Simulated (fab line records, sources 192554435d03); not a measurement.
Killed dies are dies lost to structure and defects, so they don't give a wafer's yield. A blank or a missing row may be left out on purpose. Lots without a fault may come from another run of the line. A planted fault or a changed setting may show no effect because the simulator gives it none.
Which tool did it? | flow n5_finfet | 24 lots, 72 wafers sampled, at 6 steps of a route of 1938

WHAT THE GAUGES READ, wafer by wafer
The record holds no reading of a measuring or inspecting step that can be judged against a usual standard deviation.

WHICH TOOL RAN EACH LOT (tool, then ch and the chambers of the sampled wafers, then the start)
lot  | N5_BEOL_M3_ETCH_70                 | N5_BEOL_M3_VIA_ETCH_34             | N5_BEOL_M3_STRIP_97                           | N5_BEOL_M3_SPUTTER_48        | N5_BEOL_M3_ANNEAL_80         | N5_BEOL_M3_SPUTTER_86
L074 | rie_diel-04 ch 0,1,2, day 7 07:59  | rie_diel-04 ch 0,1,2, day 7 08:05  | rie_diel-04 ch 0,1,2, day 7 09:34 or earlier  | pvd_sputter-01, day 7 09:34  | pvd_sputter-01, day 7 09:52  | pvd_sputter-01, day 7 10:13
L076 | rie_diel-05 ch 0,1,3, day 7 13:29  | rie_diel-05 ch 0,1,3, day 7 13:35  | rie_diel-05 ch 0,1,3, day 7 14:49 or earlier  | pvd_sputter-03, day 7 14:49  | pvd_sputter-03, day 7 15:07  | pvd_sputter-03, day 7 15:28
L075 | rie_diel-04 ch 1,2, day 7 18:58    | rie_diel-04 ch 1,2, day 7 19:04    | rie_diel-04 ch 1,2, day 7 22:22 or earlier    | pvd_sputter-01, day 7 22:22  | pvd_sputter-01, day 7 22:40  | pvd_sputter-01, day 7 23:02
L077 | rie_diel-06 ch 0,1, day 7 18:59    | rie_diel-06 ch 0,1, day 7 19:08    | rie_diel-06 ch 0,1, day 7 22:25 or earlier    | pvd_sputter-02, day 7 22:25  | pvd_sputter-02, day 7 22:43  | pvd_sputter-02, day 7 23:05
L078 | rie_diel-04 ch 0,2, day 8 00:38    | rie_diel-04 ch 0,2, day 8 00:44    | rie_diel-04 ch 0,2, day 8 02:48 or earlier    | pvd_sputter-02, day 8 02:48  | pvd_sputter-02, day 8 03:06  | pvd_sputter-02, day 8 03:28
L079 | rie_diel-05 ch 1,3, day 8 11:01    | rie_diel-05 ch 1,3, day 8 11:07    | rie_diel-05 ch 1,3, day 8 12:49 or earlier    | pvd_sputter-03, day 8 12:49  | pvd_sputter-03, day 8 13:07  | pvd_sputter-03, day 8 13:29
L080 | rie_diel-05 ch 0,2, day 8 16:16    | rie_diel-05 ch 0,2, day 8 16:22    | rie_diel-05 ch 0,2, day 8 19:18 or earlier    | pvd_sputter-03, day 8 19:18  | pvd_sputter-03, day 8 19:36  | pvd_sputter-03, day 8 19:58
L081 | rie_diel-06 ch 0,1, day 9 01:22    | rie_diel-06 ch 0,1, day 9 01:28    | rie_diel-06 ch 0,1, day 9 02:49 or earlier    | pvd_sputter-03, day 9 02:49  | pvd_sputter-03, day 9 03:07  | pvd_sputter-03, day 9 03:29
L082 | rie_diel-06 ch 0,3, day 9 02:45    | rie_diel-06 ch 0,3, day 9 02:51    | rie_diel-06 ch 0,3, day 9 05:40 or earlier    | pvd_sputter-02, day 9 05:40  | pvd_sputter-02, day 9 05:58  | pvd_sputter-02, day 9 06:20
L083 | rie_diel-04 ch 1,3, day 9 10:38    | rie_diel-04 ch 1,3, day 9 10:44    | rie_diel-04 ch 1,3, day 9 12:47 or earlier    | pvd_sputter-03, day 9 12:47  | pvd_sputter-03, day 9 13:08  | pvd_sputter-03, day 9 13:32
L084 | rie_diel-06 ch 0,1,2, day 9 14:42  | rie_diel-06 ch 0,1,2, day 9 14:48  | rie_diel-06 ch 0,1,2, day 9 16:21 or earlier  | pvd_sputter-03, day 9 16:21  | pvd_sputter-03, day 9 16:39  | pvd_sputter-03, day 9 17:01
L085 | rie_diel-06 ch 0,3, day 9 17:35    | rie_diel-06 ch 0,3, day 9 17:41    | rie_diel-06 ch 0,3, day 9 19:25 or earlier    | pvd_sputter-01, day 9 19:25  | pvd_sputter-01, day 9 19:43  | pvd_sputter-01, day 9 20:04
L086 | rie_diel-05 ch 1,2, day 10 06:50   | rie_diel-05 ch 1,2, day 10 06:56   | rie_diel-05 ch 1,2, day 10 08:21 or earlier   | pvd_sputter-02, day 10 08:21 | pvd_sputter-02, day 10 08:39 | pvd_sputter-02, day 10 09:01
L087 | rie_diel-04 ch 1,2,3, day 10 11:41 | rie_diel-04 ch 1,2,3, day 10 11:47 | rie_diel-04 ch 1,2,3, day 10 12:47 or earlier | pvd_sputter-02, day 10 12:47 | pvd_sputter-02, day 10 13:05 | pvd_sputter-02, day 10 13:27
L088 | rie_diel-05 ch 1,2,3, day 10 15:31 | rie_diel-05 ch 1,2,3, day 10 15:37 | rie_diel-05 ch 1,2,3, day 10 16:41 or earlier | pvd_sputter-03, day 10 16:41 | pvd_sputter-03, day 10 16:59 | pvd_sputter-03, day 10 17:20
L089 | rie_diel-05 ch 1,2,3, day 11 01:25 | rie_diel-05 ch 1,2,3, day 11 01:31 | rie_diel-05 ch 1,2,3, day 11 02:33 or earlier | pvd_sputter-01, day 11 02:33 | pvd_sputter-01, day 11 02:51 | pvd_sputter-01, day 11 03:13
L090 | rie_diel-04 ch 0,3, day 11 01:45   | rie_diel-04 ch 0,3, day 11 01:51   | rie_diel-04 ch 0,3, day 11 02:56 or earlier   | pvd_sputter-02, day 11 02:56 | pvd_sputter-02, day 11 03:14 | pvd_sputter-02, day 11 03:36
L091 | rie_diel-05 ch 1,2,3, day 11 11:14 | rie_diel-05 ch 1,2,3, day 11 11:20 | rie_diel-05 ch 1,2,3, day 11 15:15 or earlier | pvd_sputter-03, day 11 15:15 | pvd_sputter-03, day 11 15:33 | pvd_sputter-03, day 11 15:55
L092 | rie_diel-04 ch 0,1,3, day 11 17:29 | rie_diel-04 ch 0,1,3, day 11 17:35 | rie_diel-04 ch 0,1,3, day 11 18:53 or earlier | pvd_sputter-02, day 11 18:53 | pvd_sputter-02, day 11 19:11 | pvd_sputter-02, day 11 19:32
L093 | rie_diel-06 ch 1,2, day 12 05:36   | rie_diel-06 ch 1,2, day 12 05:42   | rie_diel-06 ch 1,2, day 12 07:10 or earlier   | pvd_sputter-02, day 12 07:10 | pvd_sputter-02, day 12 07:28 | pvd_sputter-02, day 12 07:50
L095 | rie_diel-04 ch 1,2, day 12 11:05   | rie_diel-04 ch 1,2, day 12 11:11   | rie_diel-04 ch 1,2, day 12 14:49 or earlier   | pvd_sputter-02, day 12 14:49 | pvd_sputter-02, day 12 15:07 | pvd_sputter-02, day 12 15:28
L094 | rie_diel-06 ch 1,2, day 12 11:07   | rie_diel-06 ch 1,2, day 12 11:13   | rie_diel-06 ch 1,2, day 12 14:55 or earlier   | pvd_sputter-01, day 12 14:55 | pvd_sputter-01, day 12 15:13 | pvd_sputter-01, day 12 15:34
L097 | rie_diel-06 ch 0,2,3, day 13 02:31 | rie_diel-06 ch 0,2,3, day 13 02:37 | rie_diel-06 ch 0,2,3, day 13 04:08 or earlier | pvd_sputter-01, day 13 04:08 | pvd_sputter-01, day 13 04:26 | pvd_sputter-01, day 13 04:47
L096 | rie_diel-04 ch 1,2,3, day 13 06:11 | rie_diel-04 ch 1,2,3, day 13 06:17 | rie_diel-04 ch 1,2,3, day 13 07:34 or earlier | pvd_sputter-01, day 13 07:34 | pvd_sputter-01, day 13 07:52 | pvd_sputter-01, day 13 08:14
- N5_BEOL_M3_ETCH_70: etches SOC in N2/H2, target depth 80 nm, overetch 16 nm, time 120 s.
- N5_BEOL_M3_VIA_ETCH_34: etches the open film in C4F6/O2, target depth 69.4 nm, time 65.9 s.
- N5_BEOL_M3_STRIP_97: strips in N2/H2, time 10 s.
- N5_BEOL_M3_SPUTTER_48: material Cu, target thk 4.5 nm, time 8.29 s.
- N5_BEOL_M3_ANNEAL_80: time 240 s.
- N5_BEOL_M3_SPUTTER_86: material Cu, target thk 4.5 nm, time 8.29 s.

WHAT THE TOOLS THEMSELVES READ (means of the sampled wafers that have a number; where no wafer has one, the mark that the record gives instead)
N5_BEOL_M3_ETCH_70. Usual: drypump_motor_current_A 5.4 A, standard deviation 0.43; oes_product_au 0.62 a.u., standard deviation 0.063; rf_vpp_V 523.8 V, standard deviation 2.2; showerhead_plenum_p_Torr 2.54 Torr, standard deviation 0.069; throttle_valve_pct 17.85 %, standard deviation 0.29.
lot  | tool        | drypump_motor_current_A (A) | oes_product_au (a.u.) | rf_vpp_V (V) | showerhead_plenum_p_Torr (Torr) | throttle_valve_pct (%) | flag
L074 | rie_diel-04 | 5.4                         | 0.66                  | 523.7        | 2.54                            | 17.92                  |
L076 | rie_diel-05 | 5.5                         | 0.58                  | 524.1        | 2.55                            | 17.88                  |
L075 | rie_diel-04 | 5.3                         | 0.60                  | 524.2        | 2.55                            | 17.99                  |
L077 | rie_diel-06 | 5.5                         | 0.59                  | 524.7        | 2.59                            | 18.12                  |
L078 | rie_diel-04 | 5.3                         | 0.69                  | 524.4        | 2.57                            | 17.86                  |
L079 | rie_diel-05 | 5.8                         | 0.59                  | 525.5        | 2.58                            | 17.75                  |
L080 | rie_diel-05 | 5.4                         | 0.61                  | 523.6        | 2.50                            | 17.96                  |
L081 | rie_diel-06 | 5.4                         | 0.58                  | 524.0        | 2.58                            | 18.14                  |
L082 | rie_diel-06 | 4.9                         | 0.58                  | 523.4        | 2.52                            | 18.16                  |
L083 | rie_diel-04 | 5.0                         | 0.67                  | 522.2        | 2.49                            | 17.51                  |
L084 | rie_diel-06 | 5.7                         | 0.60                  | 523.5        | 2.56                            | 18.04                  |
L085 | rie_diel-06 | 4.9                         | 0.58                  | 522.3        | 2.52                            | 18.18                  |
L086 | rie_diel-05 | 5.8                         | 0.63                  | 524.3        | 2.56                            | 17.67                  |
L087 | rie_diel-04 | 5.1                         | 0.64                  | 524.0        | 2.52                            | 17.74                  |
L088 | rie_diel-05 | 5.8                         | 0.59                  | 525.6        | 2.58                            | 17.76                  |
L089 | rie_diel-05 | 5.8                         | 0.58                  | 525.9        | 2.58                            | 17.77                  |
L090 | rie_diel-04 | 5.3                         | 0.68                  | 522.6        | 2.48                            | 17.72                  |
L091 | rie_diel-05 | 5.8                         | 0.58                  | 524.9        | 2.57                            | 17.77                  |
L092 | rie_diel-04 | 5.3                         | 0.64                  | 522.8        | 2.49                            | 17.78                  |
L093 | rie_diel-06 | 5.9                         | 0.60                  | 523.3        | 2.52                            | 17.96                  |
L095 | rie_diel-04 | 5.3                         | 0.58                  | 523.8        | 2.53                            | 18.03                  |
L094 | rie_diel-06 | 6.1                         | 0.62                  | 524.8        | 2.60                            | 17.78                  |
L097 | rie_diel-06 | 5.1                         | 0.66                  | 521.4        | 2.48                            | 17.98                  |
L096 | rie_diel-04 | 5.1                         | 0.62                  | 522.8        | 2.52                            | 17.77                  |

N5_BEOL_M3_VIA_ETCH_34. Usual: drypump_motor_current_A 5.4 A, standard deviation 0.43; oes_ar_750_au 0.81 a.u., standard deviation 0.079; oes_product_au 0.81 a.u., standard deviation 0.083; rf_vpp_V 667 V, standard deviation 17; showerhead_plenum_p_Torr 2.84 Torr, standard deviation 0.08; throttle_valve_pct 30.8 %, standard deviation 0.31.
lot  | tool        | drypump_motor_current_A (A) | oes_ar_750_au (a.u.) | oes_product_au (a.u.) | rf_vpp_V (V) | showerhead_plenum_p_Torr (Torr) | throttle_valve_pct (%) | flag
L074 | rie_diel-04 | 5.4                         | 0.85                 | 0.87                  | 672          | 2.83                            | 30.8                   |
L076 | rie_diel-05 | 5.5                         | 0.76                 | 0.77                  | 670          | 2.85                            | 30.9                   |
L075 | rie_diel-04 | 5.3                         | 0.77                 | 0.78                  | 676          | 2.86                            | 31.0                   |
L077 | rie_diel-06 | 5.4                         | 0.76                 | 0.76                  | 671          | 2.87                            | 30.7                   |
L078 | rie_diel-04 | 5.3                         | 0.88                 | 0.90                  | 681          | 2.86                            | 30.9                   |
L079 | rie_diel-05 | 5.7                         | 0.78                 | 0.77                  | 656          | 2.88                            | 30.7                   |
L080 | rie_diel-05 | 5.4                         | 0.79                 | 0.80                  | 667          | 2.77                            | 30.8                   |
L081 | rie_diel-06 | 5.4                         | 0.75                 | 0.75                  | 671          | 2.86                            | 30.7                   |
L082 | rie_diel-06 | 4.9                         | 0.75                 | 0.75                  | 659          | 2.79                            | 30.8                   |
L083 | rie_diel-04 | 5.0                         | 0.88                 | 0.88                  | 658          | 2.82                            | 30.8                   |
L084 | rie_diel-06 | 5.6                         | 0.76                 | 0.78                  | 676          | 2.85                            | 30.9                   |
L085 | rie_diel-06 | 4.9                         | 0.75                 | 0.75                  | 658          | 2.79                            | 30.8                   |
L086 | rie_diel-05 | 5.8                         | 0.83                 | 0.82                  | 643          | 2.84                            | 30.4                   |
L087 | rie_diel-04 | 5.1                         | 0.83                 | 0.84                  | 670          | 2.85                            | 30.9                   |
L088 | rie_diel-05 | 5.7                         | 0.78                 | 0.77                  | 658          | 2.88                            | 30.7                   |
L089 | rie_diel-05 | 5.8                         | 0.77                 | 0.76                  | 658          | 2.88                            | 30.7                   |
L090 | rie_diel-04 | 5.3                         | 0.88                 | 0.91                  | 660          | 2.77                            | 30.7                   |
L091 | rie_diel-05 | 5.8                         | 0.77                 | 0.76                  | 657          | 2.88                            | 30.7                   |
L092 | rie_diel-04 | 5.3                         | 0.83                 | 0.84                  | 660          | 2.80                            | 30.8                   |
L093 | rie_diel-06 | 5.8                         | 0.76                 | 0.78                  | 680          | 2.82                            | 31.0                   |
L095 | rie_diel-04 | 5.3                         | 0.74                 | 0.74                  | 674          | 2.84                            | 31.1                   |
L094 | rie_diel-06 | 6.0                         | 0.78                 | 0.80                  | 680          | 2.90                            | 30.7                   |
L097 | rie_diel-06 | 5.1                         | 0.85                 | 0.84                  | 663          | 2.76                            | 30.9                   |
L096 | rie_diel-04 | 5.1                         | 0.80                 | 0.81                  | 670          | 2.84                            | 30.9                   |

N5_BEOL_M3_STRIP_97. Usual: bias_power_w 6.999 W, standard deviation 0.022; drypump_motor_current_A 5.4 A, standard deviation 0.43; oes_product_au 0.82 a.u., standard deviation 0.089; rf_vpp_V 59.2 V, standard deviation 0.9; showerhead_plenum_p_Torr 2.54 Torr, standard deviation 0.069; throttle_valve_pct 23.7 %, standard deviation 0.37.
lot  | tool        | bias_power_w (W) | drypump_motor_current_A (A) | oes_product_au (a.u.) | rf_vpp_V (V) | showerhead_plenum_p_Torr (Torr) | throttle_valve_pct (%) | flag
L074 | rie_diel-04 | 6.989            | 5.4                         | 0.86                  | 59.4         | 2.54                            | 23.8                   |
L076 | rie_diel-05 | 6.999            | 5.5                         | 0.76                  | 59.7         | 2.55                            | 23.7                   |
L075 | rie_diel-04 | 7.003            | 5.3                         | 0.77                  | 59.6         | 2.54                            | 23.8                   |
L077 | rie_diel-06 | 7.019            | 5.4                         | 0.76                  | 59.9         | 2.58                            | 24.0                   |
L078 | rie_diel-04 | 6.995            | 5.3                         | 0.91                  | 57.7         | 2.56                            | 23.8                   |
L079 | rie_diel-05 | 7.017            | 5.8                         | 0.76                  | 59.3         | 2.57                            | 23.5                   |
L080 | rie_diel-05 | 6.974            | 5.4                         | 0.80                  | 57.9         | 2.49                            | 23.9                   |
L081 | rie_diel-06 | 6.995            | 5.4                         | 0.75                  | 59.7         | 2.58                            | 24.0                   |
L082 | rie_diel-06 | 6.998            | 4.9                         | 0.75                  | 59.3         | 2.52                            | 24.1                   |
L083 | rie_diel-04 | 6.980            | 5.0                         | 0.89                  | 59.0         | 2.48                            | 23.3                   |
L084 | rie_diel-06 | 7.010            | 5.7                         | 0.78                  | 59.0         | 2.55                            | 23.9                   |
L085 | rie_diel-06 | 6.997            | 4.9                         | 0.75                  | 58.0         | 2.52                            | 24.1                   |
L086 | rie_diel-05 | 7.004            | 5.8                         | 0.83                  | 59.5         | 2.56                            | 23.4                   |
L087 | rie_diel-04 | 7.008            | 5.1                         | 0.85                  | 59.3         | 2.52                            | 23.5                   |
L088 | rie_diel-05 | 7.008            | 5.7                         | 0.76                  | 60.2         | 2.57                            | 23.4                   |
L089 | rie_diel-05 | 6.997            | 5.8                         | 0.76                  | 59.7         | 2.57                            | 23.5                   |
L090 | rie_diel-04 | 6.992            | 5.3                         | 0.92                  | 59.1         | 2.48                            | 23.5                   |
L091 | rie_diel-05 | 6.995            | 5.8                         | 0.76                  | 59.4         | 2.57                            | 23.5                   |
L092 | rie_diel-04 | 7.027            | 5.3                         | 0.83                  | 59.7         | 2.49                            | 23.5                   |
L093 | rie_diel-06 | 7.012            | 5.9                         | 0.78                  | 59.2         | 2.52                            | 23.8                   |
L095 | rie_diel-04 | 6.988            | 5.3                         | 0.74                  | 59.4         | 2.53                            | 23.9                   |
L094 | rie_diel-06 | 7.024            | 6.1                         | 0.81                  | 60.0         | 2.59                            | 23.5                   |
L097 | rie_diel-06 | 7.023            | 5.1                         | 0.86                  | 59.4         | 2.48                            | 24.0                   |
L096 | rie_diel-04 | 6.980            | 5.1                         | 0.80                  | 59.6         | 2.51                            | 23.6                   |

N5_BEOL_M3_SPUTTER_48. Usual: chuck_gas_flow_sccm 1.26 sccm, standard deviation 0.054; throttle_valve_pct 30.2 %, standard deviation 0.96.
lot  | tool           | chuck_gas_flow_sccm (sccm) | throttle_valve_pct (%) | flag
L074 | pvd_sputter-01 | 1.21                       | 29.5                   |
L076 | pvd_sputter-03 | 1.23                       | 30.2                   |
L075 | pvd_sputter-01 | 1.28                       | 29.2                   |
L077 | pvd_sputter-02 | 1.31                       | 30.6                   |
L078 | pvd_sputter-02 | 1.24                       | 30.4                   |
L079 | pvd_sputter-03 | 1.23                       | 30.2                   |
L080 | pvd_sputter-03 | 1.19                       | 30.1                   |
L081 | pvd_sputter-03 | 1.23                       | 30.8                   |
L082 | pvd_sputter-02 | 1.23                       | 30.6                   |
L083 | pvd_sputter-03 | 1.30                       | 30.1                   |
L084 | pvd_sputter-03 | 1.30                       | 30.4                   |
L085 | pvd_sputter-01 | 1.23                       | 28.8                   |
L086 | pvd_sputter-02 | 1.28                       | 30.6                   |
L087 | pvd_sputter-02 | 1.32                       | 30.5                   |
L088 | pvd_sputter-03 | 1.27                       | 30.2                   |
L089 | pvd_sputter-01 | 1.26                       | 29.3                   |
L090 | pvd_sputter-02 | 1.27                       | 30.6                   |
L091 | pvd_sputter-03 | 1.22                       | 31.2                   |
L092 | pvd_sputter-02 | 1.29                       | 29.6                   |
L093 | pvd_sputter-02 | 1.24                       | 30.4                   |
L095 | pvd_sputter-02 | 1.26                       | 30.5                   |
L094 | pvd_sputter-01 | 1.24                       | 29.5                   |
L097 | pvd_sputter-01 | 1.27                       | 29.5                   |
L096 | pvd_sputter-01 | 1.24                       | 29.7                   |

N5_BEOL_M3_ANNEAL_80. Usual: heater_power_w 818 W, standard deviation 82.
lot  | tool           | heater_power_w (W) | flag
L074 | pvd_sputter-01 | 832                |
L076 | pvd_sputter-03 | 798                |
L075 | pvd_sputter-01 | 828                |
L077 | pvd_sputter-02 | 780                |
L078 | pvd_sputter-02 | 721                |
L079 | pvd_sputter-03 | 874                |
L080 | pvd_sputter-03 | 891                |
L081 | pvd_sputter-03 | 898                |
L082 | pvd_sputter-02 | 780                |
L083 | pvd_sputter-03 | 852                |
L084 | pvd_sputter-03 | 881                |
L085 | pvd_sputter-01 | 889                |
L086 | pvd_sputter-02 | 728                |
L087 | pvd_sputter-02 | 770                |
L088 | pvd_sputter-03 | 907                |
L089 | pvd_sputter-01 | 877                |
L090 | pvd_sputter-02 | 735                |
L091 | pvd_sputter-03 | 847                |
L092 | pvd_sputter-02 | 770                |
L093 | pvd_sputter-02 | 778                |
L095 | pvd_sputter-02 | 727                |
L094 | pvd_sputter-01 | 815                |
L097 | pvd_sputter-01 | 851                |
L096 | pvd_sputter-01 | 850                |

N5_BEOL_M3_SPUTTER_86. Usual: chuck_gas_flow_sccm 1.25 sccm, standard deviation 0.05; throttle_valve_pct 30.2 %, standard deviation 0.95.
lot  | tool           | chuck_gas_flow_sccm (sccm) | throttle_valve_pct (%) | flag
L074 | pvd_sputter-01 | 1.24                       | 29.5                   |
L076 | pvd_sputter-03 | 1.26                       | 30.5                   |
L075 | pvd_sputter-01 | 1.26                       | 29.3                   |
L077 | pvd_sputter-02 | 1.23                       | 30.6                   |
L078 | pvd_sputter-02 | 1.25                       | 30.6                   |
L079 | pvd_sputter-03 | 1.26                       | 30.1                   |
L080 | pvd_sputter-03 | 1.22                       | 30.1                   |
L081 | pvd_sputter-03 | 1.24                       | 30.9                   |
L082 | pvd_sputter-02 | 1.27                       | 30.4                   |
L083 | pvd_sputter-03 | 1.28                       | 30.2                   |
L084 | pvd_sputter-03 | 1.29                       | 30.2                   |
L085 | pvd_sputter-01 | 1.23                       | 28.8                   |
L086 | pvd_sputter-02 | 1.24                       | 30.6                   |
L087 | pvd_sputter-02 | 1.24                       | 30.4                   |
L088 | pvd_sputter-03 | 1.25                       | 30.2                   |
L089 | pvd_sputter-01 | 1.24                       | 29.3                   |
L090 | pvd_sputter-02 | 1.26                       | 30.3                   |
L091 | pvd_sputter-03 | 1.19                       | 31.4                   |
L092 | pvd_sputter-02 | 1.24                       | 29.5                   |
L093 | pvd_sputter-02 | 1.28                       | 30.5                   |
L095 | pvd_sputter-02 | 1.24                       | 30.4                   |
L094 | pvd_sputter-01 | 1.32                       | 29.3                   |
L097 | pvd_sputter-01 | 1.30                       | 29.8                   |
L096 | pvd_sputter-01 | 1.20                       | 29.7                   |

THE ANSWER, worked out from the rows above alone
Rule: a lot is off if the mean of its wafers that have a number lies more than 3 standard deviations from the usual mean. A lot without any number at a reading at which 4 lots or more have one is off too. The other lots that the step has rows for count as sound. The gauges are gone through in route order, then the tools' own readings, and for those a lot's mean is taken as printed above. The first step at which some lot is off is used, and at that step the reading that is off furthest; a lot without a number counts as furthest.
No lot is off at any reading shown: from this, nothing can be told.

WHAT THE SIMULATOR HAD PUT IN
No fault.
